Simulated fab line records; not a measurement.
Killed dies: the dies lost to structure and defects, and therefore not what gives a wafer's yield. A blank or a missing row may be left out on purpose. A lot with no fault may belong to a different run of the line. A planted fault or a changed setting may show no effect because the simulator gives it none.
Which tool did it? / flow nand-harc / 24 lots with 72 wafers sampled at 4 steps, on a route of 1302 steps

== WHAT THE GAUGES SHOWED, per wafer ==
NHARC_P_ZERO_WELL_CD_MEAS_37 targets a cd of 720 nm.
lot=L074; measured=day 2 00:13; on=cd-sem-01; cd-nm (nm)=724.5 723.2 720.4
lot=L075; measured=day 2 10:15; on=cd-sem-01; cd-nm (nm)=722.5 718.8 719.9
lot=L076; measured=day 2 20:11; on=cd-sem-02; cd-nm (nm)=718.0 720.1 717.5
lot=L077; measured=day 3 06:09; on=cd-sem-02; cd-nm (nm)=720.3 717.7 721.4
lot=L078; measured=day 3 16:01; on=cd-sem-03; cd-nm (nm)=720.1 721.8 719.0
lot=L079; measured=day 4 02:01; on=cd-sem-01; cd-nm (nm)=719.9 721.0 720.4
lot=L080; measured=day 4 12:07; on=cd-sem-02; cd-nm (nm)=720.1 722.4 721.9
lot=L081; measured=day 4 22:02; on=cd-sem-02; cd-nm (nm)=719.5 719.0 721.1
lot=L082; measured=day 5 08:08; on=cd-sem-03; cd-nm (nm)=719.5 720.5 720.8
lot=L083; measured=day 5 18:07; on=cd-sem-03; cd-nm (nm)=718.5 722.0 718.5
lot=L084; measured=day 6 03:52; on=cd-sem-02; cd-nm (nm)=717.2 719.4 718.1
lot=L085; measured=day 6 14:02; on=cd-sem-02; cd-nm (nm)=719.0 718.8 717.8
lot=L086; measured=day 7 00:02; on=cd-sem-02; cd-nm (nm)=724.3 719.2 719.6
lot=L087; measured=day 7 10:07; on=cd-sem-03; cd-nm (nm)=719.8 723.0 719.5
lot=L088; measured=day 7 20:08; on=cd-sem-02; cd-nm (nm)=722.9 721.6 722.4
lot=L089; measured=day 8 06:17; on=cd-sem-01; cd-nm (nm)=721.8 720.2 723.0
lot=L090; measured=day 8 16:11; on=cd-sem-02; cd-nm (nm)=719.1 719.3 719.0
lot=L091; measured=day 9 02:23; on=cd-sem-03; cd-nm (nm)=719.8 720.1 719.2
lot=L092; measured=day 9 12:25; on=cd-sem-01; cd-nm (nm)=723.1 722.8 719.4
lot=L093; measured=day 10 01:38; on=cd-sem-02; cd-nm (nm)=719.1 720.1 718.5
lot=L094; measured=day 10 07:59; on=cd-sem-01; cd-nm (nm)=722.7 721.9 719.3
lot=L095; measured=day 10 22:16; on=cd-sem-02; cd-nm (nm)=719.7 719.8 720.7
lot=L096; measured=day 11 04:22; on=cd-sem-02; cd-nm (nm)=721.0 718.5 722.3
lot=L097; measured=day 11 14:02; on=cd-sem-02; cd-nm (nm)=720.5 722.1 723.4

NHARC_P_ZERO_WELL_CD_MEAS_52 targets a cd of 2000 nm.
lot=L074; measured=day 2 01:53; on=cd-sem-01; cd-nm (nm)=1999.3 1999.2 1997.4
lot=L075; measured=day 2 11:52; on=cd-sem-01; cd-nm (nm)=2000.0 1998.6 1997.2
lot=L076; measured=day 2 21:51; on=cd-sem-02; cd-nm (nm)=1996.0 1998.3 1998.8
lot=L077; measured=day 3 07:47; on=cd-sem-01; cd-nm (nm)=2000.6 2003.0 2002.8
lot=L078; measured=day 3 17:42; on=cd-sem-01; cd-nm (nm)=1998.7 1998.4 1998.1
lot=L079; measured=day 4 03:41; on=cd-sem-03; cd-nm (nm)=1999.0 2002.3 2000.2
lot=L080; measured=day 4 13:38; on=cd-sem-01; cd-nm (nm)=2002.8 2002.2 2000.9
lot=L081; measured=day 4 23:40; on=cd-sem-01; cd-nm (nm)=2000.8 1998.0 2000.6
lot=L082; measured=day 5 09:47; on=cd-sem-01; cd-nm (nm)=2000.9 2001.0 1999.5
lot=L083; measured=day 5 19:38; on=cd-sem-01; cd-nm (nm)=1999.0 1997.8 2000.5
lot=L084; measured=day 6 05:23; on=cd-sem-02; cd-nm (nm)=2002.1 2001.7 2000.8
lot=L085; measured=day 6 15:40; on=cd-sem-02; cd-nm (nm)=2001.3 2001.5 2000.1
lot=L086; measured=day 7 01:40; on=cd-sem-03; cd-nm (nm)=2001.4 1999.0 1999.2
lot=L087; measured=day 7 11:46; on=cd-sem-02; cd-nm (nm)=2000.9 1998.7 1999.1
lot=L088; measured=day 7 21:47; on=cd-sem-01; cd-nm (nm)=1999.8 1998.4 1998.4
lot=L089; measured=day 8 07:47; on=cd-sem-02; cd-nm (nm)=2001.4 2001.2 2001.5
lot=L090; measured=day 8 17:46; on=cd-sem-01; cd-nm (nm)=2002.5 1999.6 2001.4
lot=L091; measured=day 9 04:03; on=cd-sem-02; cd-nm (nm)=1999.8 1998.2 1996.2
lot=L092; measured=day 9 14:03; on=cd-sem-02; cd-nm (nm)=2000.5 2001.7 2001.1
lot=L093; measured=day 10 03:17; on=cd-sem-01; cd-nm (nm)=2000.5 1999.4 1999.6
lot=L094; measured=day 10 09:47; on=cd-sem-02; cd-nm (nm)=1999.9 1999.4 1996.2
lot=L095; measured=day 10 23:55; on=cd-sem-03; cd-nm (nm)=1998.8 1998.8 1999.2
lot=L096; measured=day 11 05:52; on=cd-sem-01; cd-nm (nm)=1999.9 2000.1 1998.7
lot=L097; measured=day 11 15:41; on=cd-sem-02; cd-nm (nm)=2001.5 2000.9 2002.6

== WHICH TOOL RAN EACH LOT (tool, then ch and the chambers of the sampled wafers, then the start) ==
lot=L074; NHARC_P_ZERO_WELL_DESCUM_13=rie-diel-03 ch 0,2,3, day 1 21:25; NHARC_P_ZERO_WELL_ETCH_62=rie-diel-03 ch 1,2,3, day 2 00:13 or earlier
lot=L075; NHARC_P_ZERO_WELL_DESCUM_13=rie-diel-03 ch 1,2, day 2 07:30; NHARC_P_ZERO_WELL_ETCH_62=rie-diel-03 ch 0,1, day 2 10:15 or earlier
lot=L076; NHARC_P_ZERO_WELL_DESCUM_13=rie-diel-07 ch 0,2,3, day 2 17:25; NHARC_P_ZERO_WELL_ETCH_62=rie-diel-07 ch 0,2, day 2 20:11 or earlier
lot=L077; NHARC_P_ZERO_WELL_DESCUM_13=rie-diel-01 ch 0,1,2, day 3 03:26; NHARC_P_ZERO_WELL_ETCH_62=rie-diel-01 ch 1,2,3, day 3 06:09 or earlier
lot=L078; NHARC_P_ZERO_WELL_DESCUM_13=rie-diel-03 ch 0,1,3, day 3 13:25; NHARC_P_ZERO_WELL_ETCH_62=rie-diel-03 ch 1,2, day 3 16:01 or earlier
lot=L079; NHARC_P_ZERO_WELL_DESCUM_13=rie-diel-03 ch 0,2, day 3 23:25; NHARC_P_ZERO_WELL_ETCH_62=rie-diel-03 ch 2,3, day 4 02:01 or earlier
lot=L080; NHARC_P_ZERO_WELL_DESCUM_13=rie-diel-03 ch 0,2,3, day 4 09:25; NHARC_P_ZERO_WELL_ETCH_62=rie-diel-03 ch 0,2,3, day 4 12:07 or earlier
lot=L081; NHARC_P_ZERO_WELL_DESCUM_13=rie-diel-01 ch 0,1, day 4 19:18; NHARC_P_ZERO_WELL_ETCH_62=rie-diel-01 ch 0,2,3, day 4 22:02 or earlier
lot=L082; NHARC_P_ZERO_WELL_DESCUM_13=rie-diel-01 ch 0,1, day 5 05:24; NHARC_P_ZERO_WELL_ETCH_62=rie-diel-01 ch 0,2, day 5 08:08 or earlier
lot=L083; NHARC_P_ZERO_WELL_DESCUM_13=rie-diel-07 ch 0,2,3, day 5 15:25; NHARC_P_ZERO_WELL_ETCH_62=rie-diel-07 ch 1,2, day 5 18:07 or earlier
lot=L084; NHARC_P_ZERO_WELL_DESCUM_13=rie-diel-03 ch 1,3, day 6 01:18; NHARC_P_ZERO_WELL_ETCH_62=rie-diel-03 ch 0,1,3, day 6 03:52 or earlier
lot=L085; NHARC_P_ZERO_WELL_DESCUM_13=rie-diel-01 ch 2,3, day 6 11:20; NHARC_P_ZERO_WELL_ETCH_62=rie-diel-01 ch 1,2,3, day 6 14:02 or earlier
lot=L086; NHARC_P_ZERO_WELL_DESCUM_13=rie-diel-07 ch 0,1,2, day 6 21:17; NHARC_P_ZERO_WELL_ETCH_62=rie-diel-07 ch 0,2,3, day 7 00:02 or earlier
lot=L087; NHARC_P_ZERO_WELL_DESCUM_13=rie-diel-07 ch 0,3, day 7 07:24; NHARC_P_ZERO_WELL_ETCH_62=rie-diel-07 ch 0,2,3, day 7 10:07 or earlier
lot=L088; NHARC_P_ZERO_WELL_DESCUM_13=rie-diel-01 ch 0,1,2, day 7 17:17; NHARC_P_ZERO_WELL_ETCH_62=rie-diel-01 ch 1,2,3, day 7 20:08 or earlier
lot=L089; NHARC_P_ZERO_WELL_DESCUM_13=rie-diel-03 ch 1,2,3, day 8 03:26; NHARC_P_ZERO_WELL_ETCH_62=rie-diel-03 ch 0,1,3, day 8 06:17 or earlier
lot=L090; NHARC_P_ZERO_WELL_DESCUM_13=rie-diel-07 ch 0,1,2, day 8 13:17; NHARC_P_ZERO_WELL_ETCH_62=rie-diel-07 ch 1,2, day 8 16:11 or earlier
lot=L091; NHARC_P_ZERO_WELL_DESCUM_13=rie-diel-01 ch 0,3, day 8 23:17; NHARC_P_ZERO_WELL_ETCH_62=rie-diel-01 ch 1,3, day 9 02:23 or earlier
lot=L092; NHARC_P_ZERO_WELL_DESCUM_13=rie-diel-01 ch 0,1, day 9 09:24; NHARC_P_ZERO_WELL_ETCH_62=rie-diel-01 ch 0,3, day 9 12:25 or earlier
lot=L093; NHARC_P_ZERO_WELL_DESCUM_13=rie-diel-07 ch 1,2, day 9 19:32; NHARC_P_ZERO_WELL_ETCH_62=rie-diel-07 ch 0,2,3, day 10 01:38 or earlier
lot=L094; NHARC_P_ZERO_WELL_DESCUM_13=rie-diel-01 ch 1,2,3, day 10 05:17; NHARC_P_ZERO_WELL_ETCH_62=rie-diel-01 ch 0,1,2, day 10 07:59 or earlier
lot=L095; NHARC_P_ZERO_WELL_DESCUM_13=rie-diel-07 ch 0,1, day 10 15:23; NHARC_P_ZERO_WELL_ETCH_62=rie-diel-07 ch 1,3, day 10 22:16 or earlier
lot=L096; NHARC_P_ZERO_WELL_DESCUM_13=rie-diel-07 ch 2,3, day 11 01:25; NHARC_P_ZERO_WELL_ETCH_62=rie-diel-07 ch 0,1,3, day 11 04:22 or earlier
lot=L097; NHARC_P_ZERO_WELL_DESCUM_13=rie-diel-03 ch 0,1,3, day 11 11:29; NHARC_P_ZERO_WELL_ETCH_62=rie-diel-03 ch 0,3, day 11 14:02 or earlier
- NHARC_P_ZERO_WELL_DESCUM_13: chemistry O2, time 3 s.
- NHARC_P_ZERO_WELL_ETCH_62: etches the open film in CHF3/Ar, target depth 13 nm, time 6.5 s.

== AS READ BY THE TOOLS THEMSELVES (means over the sampled wafers that have a number; for cases with no such wafer, the mark the record gives instead) ==
NHARC_P_ZERO_WELL_DESCUM_13.
lot=L074; tool=rie-diel-03; drypump-motor-current-A (A)=6.1; oes-product-au (a.u.)=1.004; rf-vpp-V (V)=57.7; showerhead-plenum-p-Torr (Torr)=2.01; throttle-valve-pct (%)=11.311
lot=L075; tool=rie-diel-03; drypump-motor-current-A (A)=6.2; oes-product-au (a.u.)=1.011; rf-vpp-V (V)=58.3; showerhead-plenum-p-Torr (Torr)=1.96; throttle-valve-pct (%)=11.318
lot=L076; tool=rie-diel-07; drypump-motor-current-A (A)=5.5; oes-product-au (a.u.)=1.009; rf-vpp-V (V)=57.5; showerhead-plenum-p-Torr (Torr)=1.93; throttle-valve-pct (%)=11.302
lot=L077; tool=rie-diel-01; drypump-motor-current-A (A)=6.1; oes-product-au (a.u.)=1.000; rf-vpp-V (V)=57.4; showerhead-plenum-p-Torr (Torr)=1.91; throttle-valve-pct (%)=11.314
lot=L078; tool=rie-diel-03; drypump-motor-current-A (A)=6.2; oes-product-au (a.u.)=1.006; rf-vpp-V (V)=56.7; showerhead-plenum-p-Torr (Torr)=1.95; throttle-valve-pct (%)=11.305
lot=L079; tool=rie-diel-03; drypump-motor-current-A (A)=6.0; oes-product-au (a.u.)=0.997; rf-vpp-V (V)=58.9; showerhead-plenum-p-Torr (Torr)=2.01; throttle-valve-pct (%)=11.320
lot=L080; tool=rie-diel-03; drypump-motor-current-A (A)=6.1; oes-product-au (a.u.)=0.992; rf-vpp-V (V)=58.4; showerhead-plenum-p-Torr (Torr)=2.00; throttle-valve-pct (%)=11.314
lot=L081; tool=rie-diel-01; drypump-motor-current-A (A)=6.2; oes-product-au (a.u.)=1.007; rf-vpp-V (V)=58.6; showerhead-plenum-p-Torr (Torr)=1.92; throttle-valve-pct (%)=11.318
lot=L082; tool=rie-diel-01; drypump-motor-current-A (A)=5.9; oes-product-au (a.u.)=0.989; rf-vpp-V (V)=57.8; showerhead-plenum-p-Torr (Torr)=1.93; throttle-valve-pct (%)=11.317
lot=L083; tool=rie-diel-07; drypump-motor-current-A (A)=5.5; oes-product-au (a.u.)=0.999; rf-vpp-V (V)=58.4; showerhead-plenum-p-Torr (Torr)=1.92; throttle-valve-pct (%)=11.317
lot=L084; tool=rie-diel-03; drypump-motor-current-A (A)=6.3; oes-product-au (a.u.)=0.988; rf-vpp-V (V)=57.4; showerhead-plenum-p-Torr (Torr)=1.94; throttle-valve-pct (%)=11.312
lot=L085; tool=rie-diel-01; drypump-motor-current-A (A)=6.1; oes-product-au (a.u.)=1.012; rf-vpp-V (V)=57.9; showerhead-plenum-p-Torr (Torr)=1.90; throttle-valve-pct (%)=11.313
lot=L086; tool=rie-diel-07; drypump-motor-current-A (A)=5.6; oes-product-au (a.u.)=0.986; rf-vpp-V (V)=57.4; showerhead-plenum-p-Torr (Torr)=1.89; throttle-valve-pct (%)=11.306
lot=L087; tool=rie-diel-07; drypump-motor-current-A (A)=5.4; oes-product-au (a.u.)=0.989; rf-vpp-V (V)=58.0; showerhead-plenum-p-Torr (Torr)=1.95; throttle-valve-pct (%)=11.317
lot=L088; tool=rie-diel-01; drypump-motor-current-A (A)=6.1; oes-product-au (a.u.)=1.007; rf-vpp-V (V)=57.3; showerhead-plenum-p-Torr (Torr)=1.90; throttle-valve-pct (%)=11.313
lot=L089; tool=rie-diel-03; drypump-motor-current-A (A)=6.2; oes-product-au (a.u.)=0.997; rf-vpp-V (V)=58.2; showerhead-plenum-p-Torr (Torr)=1.99; throttle-valve-pct (%)=11.311
lot=L090; tool=rie-diel-07; drypump-motor-current-A (A)=5.6; oes-product-au (a.u.)=0.989; rf-vpp-V (V)=57.7; showerhead-plenum-p-Torr (Torr)=1.89; throttle-valve-pct (%)=11.304
lot=L091; tool=rie-diel-01; drypump-motor-current-A (A)=6.2; oes-product-au (a.u.)=1.001; rf-vpp-V (V)=58.7; showerhead-plenum-p-Torr (Torr)=1.94; throttle-valve-pct (%)=11.307
lot=L092; tool=rie-diel-01; drypump-motor-current-A (A)=5.9; oes-product-au (a.u.)=0.994; rf-vpp-V (V)=57.6; showerhead-plenum-p-Torr (Torr)=1.91; throttle-valve-pct (%)=11.305
lot=L093; tool=rie-diel-07; drypump-motor-current-A (A)=5.9; oes-product-au (a.u.)=0.998; rf-vpp-V (V)=58.5; showerhead-plenum-p-Torr (Torr)=1.89; throttle-valve-pct (%)=11.312
lot=L094; tool=rie-diel-01; drypump-motor-current-A (A)=6.3; oes-product-au (a.u.)=1.006; rf-vpp-V (V)=58.4; showerhead-plenum-p-Torr (Torr)=1.90; throttle-valve-pct (%)=11.307
lot=L095; tool=rie-diel-07; drypump-motor-current-A (A)=5.4; oes-product-au (a.u.)=0.989; rf-vpp-V (V)=58.4; showerhead-plenum-p-Torr (Torr)=1.91; throttle-valve-pct (%)=11.303
lot=L096; tool=rie-diel-07; drypump-motor-current-A (A)=5.8; oes-product-au (a.u.)=0.999; rf-vpp-V (V)=57.8; showerhead-plenum-p-Torr (Torr)=1.94; throttle-valve-pct (%)=11.303
lot=L097; tool=rie-diel-03; drypump-motor-current-A (A)=6.2; oes-product-au (a.u.)=0.995; rf-vpp-V (V)=58.5; showerhead-plenum-p-Torr (Torr)=1.94; throttle-valve-pct (%)=11.314

NHARC_P_ZERO_WELL_ETCH_62.
lot=L074; tool=rie-diel-03; chf3-flow-sccm (sccm)=49.93; drypump-motor-current-A (A)=6.2; oes-product-au (a.u.)=0.969; rf-vpp-V (V)=372.7; showerhead-plenum-p-Torr (Torr)=2.45; throttle-valve-pct (%)=20.223
lot=L075; tool=rie-diel-03; chf3-flow-sccm (sccm)=50.01; drypump-motor-current-A (A)=6.2; oes-product-au (a.u.)=0.937; rf-vpp-V (V)=370.8; showerhead-plenum-p-Torr (Torr)=2.35; throttle-valve-pct (%)=20.207
lot=L076; tool=rie-diel-07; chf3-flow-sccm (sccm)=49.97; drypump-motor-current-A (A)=5.3; oes-product-au (a.u.)=0.972; rf-vpp-V (V)=370.1; showerhead-plenum-p-Torr (Torr)=2.33; throttle-valve-pct (%)=20.218
lot=L077; tool=rie-diel-01; chf3-flow-sccm (sccm)=50.12; drypump-motor-current-A (A)=6.3; oes-product-au (a.u.)=0.959; rf-vpp-V (V)=370.0; showerhead-plenum-p-Torr (Torr)=2.34; throttle-valve-pct (%)=20.215
lot=L078; tool=rie-diel-03; chf3-flow-sccm (sccm)=49.90; drypump-motor-current-A (A)=6.2; oes-product-au (a.u.)=0.969; rf-vpp-V (V)=370.5; showerhead-plenum-p-Torr (Torr)=2.40; throttle-valve-pct (%)=20.211
lot=L079; tool=rie-diel-03; chf3-flow-sccm (sccm)=49.99; drypump-motor-current-A (A)=6.1; oes-product-au (a.u.)=0.967; rf-vpp-V (V)=374.5; showerhead-plenum-p-Torr (Torr)=2.51; throttle-valve-pct (%)=20.217
lot=L080; tool=rie-diel-03; chf3-flow-sccm (sccm)=49.96; drypump-motor-current-A (A)=6.1; oes-product-au (a.u.)=0.960; rf-vpp-V (V)=372.3; showerhead-plenum-p-Torr (Torr)=2.45; throttle-valve-pct (%)=20.224
lot=L081; tool=rie-diel-01; chf3-flow-sccm (sccm)=49.91; drypump-motor-current-A (A)=6.0; oes-product-au (a.u.)=0.969; rf-vpp-V (V)=370.9; showerhead-plenum-p-Torr (Torr)=2.36; throttle-valve-pct (%)=20.223
lot=L082; tool=rie-diel-01; chf3-flow-sccm (sccm)=50.08; drypump-motor-current-A (A)=5.8; oes-product-au (a.u.)=0.940; rf-vpp-V (V)=371.4; showerhead-plenum-p-Torr (Torr)=2.35; throttle-valve-pct (%)=20.222
lot=L083; tool=rie-diel-07; chf3-flow-sccm (sccm)=49.97; drypump-motor-current-A (A)=5.9; oes-product-au (a.u.)=0.974; rf-vpp-V (V)=369.9; showerhead-plenum-p-Torr (Torr)=2.32; throttle-valve-pct (%)=20.211
lot=L084; tool=rie-diel-03; chf3-flow-sccm (sccm)=49.95; drypump-motor-current-A (A)=6.2; oes-product-au (a.u.)=0.971; rf-vpp-V (V)=371.8; showerhead-plenum-p-Torr (Torr)=2.38; throttle-valve-pct (%)=20.206
lot=L085; tool=rie-diel-01; chf3-flow-sccm (sccm)=50.03; drypump-motor-current-A (A)=6.3; oes-product-au (a.u.)=0.975; rf-vpp-V (V)=370.2; showerhead-plenum-p-Torr (Torr)=2.33; throttle-valve-pct (%)=20.214
lot=L086; tool=rie-diel-07; chf3-flow-sccm (sccm)=49.99; drypump-motor-current-A (A)=5.5; oes-product-au (a.u.)=0.944; rf-vpp-V (V)=371.5; showerhead-plenum-p-Torr (Torr)=2.35; throttle-valve-pct (%)=20.216
lot=L087; tool=rie-diel-07; chf3-flow-sccm (sccm)=49.99; drypump-motor-current-A (A)=5.5; oes-product-au (a.u.)=0.929; rf-vpp-V (V)=370.9; showerhead-plenum-p-Torr (Torr)=2.35; throttle-valve-pct (%)=20.208
lot=L088; tool=rie-diel-01; chf3-flow-sccm (sccm)=50.15; drypump-motor-current-A (A)=6.3; oes-product-au (a.u.)=0.973; rf-vpp-V (V)=370.8; showerhead-plenum-p-Torr (Torr)=2.33; throttle-valve-pct (%)=20.217
lot=L089; tool=rie-diel-03; chf3-flow-sccm (sccm)=49.95; drypump-motor-current-A (A)=6.2; oes-product-au (a.u.)=0.947; rf-vpp-V (V)=371.8; showerhead-plenum-p-Torr (Torr)=2.38; throttle-valve-pct (%)=20.221
lot=L090; tool=rie-diel-07; chf3-flow-sccm (sccm)=50.03; drypump-motor-current-A (A)=5.9; oes-product-au (a.u.)=0.955; rf-vpp-V (V)=370.3; showerhead-plenum-p-Torr (Torr)=2.31; throttle-valve-pct (%)=20.217
lot=L091; tool=rie-diel-01; chf3-flow-sccm (sccm)=50.06; drypump-motor-current-A (A)=6.4; oes-product-au (a.u.)=0.947; rf-vpp-V (V)=371.0; showerhead-plenum-p-Torr (Torr)=2.33; throttle-valve-pct (%)=20.220
lot=L092; tool=rie-diel-01; chf3-flow-sccm (sccm)=49.93; drypump-motor-current-A (A)=6.2; oes-product-au (a.u.)=0.941; rf-vpp-V (V)=370.5; showerhead-plenum-p-Torr (Torr)=2.37; throttle-valve-pct (%)=20.213
lot=L093; tool=rie-diel-07; chf3-flow-sccm (sccm)=50.00; drypump-motor-current-A (A)=5.6; oes-product-au (a.u.)=0.930; rf-vpp-V (V)=371.0; showerhead-plenum-p-Torr (Torr)=2.34; throttle-valve-pct (%)=20.214
lot=L094; tool=rie-diel-01; chf3-flow-sccm (sccm)=49.96; drypump-motor-current-A (A)=6.1; oes-product-au (a.u.)=0.963; rf-vpp-V (V)=369.9; showerhead-plenum-p-Torr (Torr)=2.32; throttle-valve-pct (%)=20.216
lot=L095; tool=rie-diel-07; chf3-flow-sccm (sccm)=49.91; drypump-motor-current-A (A)=6.0; oes-product-au (a.u.)=0.963; rf-vpp-V (V)=371.1; showerhead-plenum-p-Torr (Torr)=2.38; throttle-valve-pct (%)=20.212
lot=L096; tool=rie-diel-07; chf3-flow-sccm (sccm)=50.03; drypump-motor-current-A (A)=5.6; oes-product-au (a.u.)=0.958; rf-vpp-V (V)=371.5; showerhead-plenum-p-Torr (Torr)=2.38; throttle-valve-pct (%)=20.220
lot=L097; tool=rie-diel-03; chf3-flow-sccm (sccm)=50.08; drypump-motor-current-A (A)=6.1; oes-product-au (a.u.)=0.973; rf-vpp-V (V)=371.6; showerhead-plenum-p-Torr (Torr)=2.38; throttle-valve-pct (%)=20.225

== THE ANSWER, worked out from the rows above alone ==
Rule: usual is defined by the lots themselves. Put in order of their means at a reading, lots are off if they are a third of the lots or fewer, leave a main group of 4 or more, and stand apart from it by a gap of 3 or more times the standard deviation of the main group's means; of several such gaps the widest counts. A main group is skipped when, at the precision printed for the reading in the tables above, its means are all equal. A lot without any number at a reading at which 4 lots or more have one is off too. All remaining lots with rows at the step are treated as sound. First the gauges in route order, then the tools' own readings, where a lot's mean is used as printed above. The first step at which some lot is off is used, and at that step the reading that is off furthest; a lot without a number counts as furthest.
None of the lots is off at any reading shown; this tells nothing.

== WHAT HAD BEEN PUT IN BY THE SIMULATOR ==
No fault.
